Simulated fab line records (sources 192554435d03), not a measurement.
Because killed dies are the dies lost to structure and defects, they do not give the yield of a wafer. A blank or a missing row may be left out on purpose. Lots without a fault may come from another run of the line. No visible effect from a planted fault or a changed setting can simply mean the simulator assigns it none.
Chamber matching + flow n5-finfet + pecvd-02 running N5_BEOL_M13_ILD_DEP_00: 3 sister chambers
The step deposits SiOC from DEMS/O2, target thk 837.92 nm, time 166.4 s. 3 wafers are shown with their chamber, then 8 later ones without.

== WAFERS PAIRED WITH THEIR CHAMBERS ==
| wafer  | chamber | showerhead-vpp-V (V) |
|--------|---------|----------------------|
| L086.5 | 2       | 1408                 |
| L087.6 | 0       | 1421                 |
| L089.2 | 1       | 1246                 |

== WAFERS WITH NO CHAMBER GIVEN ==
| wafer  | showerhead-vpp-V (V) |
|--------|----------------------|
| L089.5 | 1407                 |
| L089.6 | 1391                 |
| L093.1 | 1410                 |
| L093.2 | 1275                 |
| L093.4 | 1256                 |
| L097.2 | 1241                 |
| L097.3 | 1387                 |
| L097.5 | 1402                 |

== THE CHAMBER EACH PASSED THROUGH ==
| wafer  | from the rows above     | in truth |
|--------|-------------------------|----------|
| L089.5 | can't be placed: 2 or 0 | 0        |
| L089.6 | can't be placed: 2 or 0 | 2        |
| L093.1 | can't be placed: 2 or 0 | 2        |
| L093.2 | 1                       | 1        |
| L093.4 | 1                       | 1        |
| L097.2 | 1                       | 1        |
| L097.3 | can't be placed: 2 or 0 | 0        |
| L097.5 | can't be placed: 2 or 0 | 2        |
Placed correctly: 3 of 8. Not placeable from these rows: 5 (in 5, the candidates include the true chamber). Number placed wrongly: 0.
How it was worked out, from the rows above alone: a wafer's distance from a chamber is the root of the sum, over the readings, of the square of ((its reading less the chamber's mean) divided by the reading's scatter). If the next closest chamber is less than 2 further off than the closest, the wafer can't be placed; otherwise it belongs to the closest. A chamber's mean is the mean of its shown wafers. The scatter: with one shown wafer a chamber, the root of the mean of the squares of how far each hidden wafer lies from its nearest shown one.
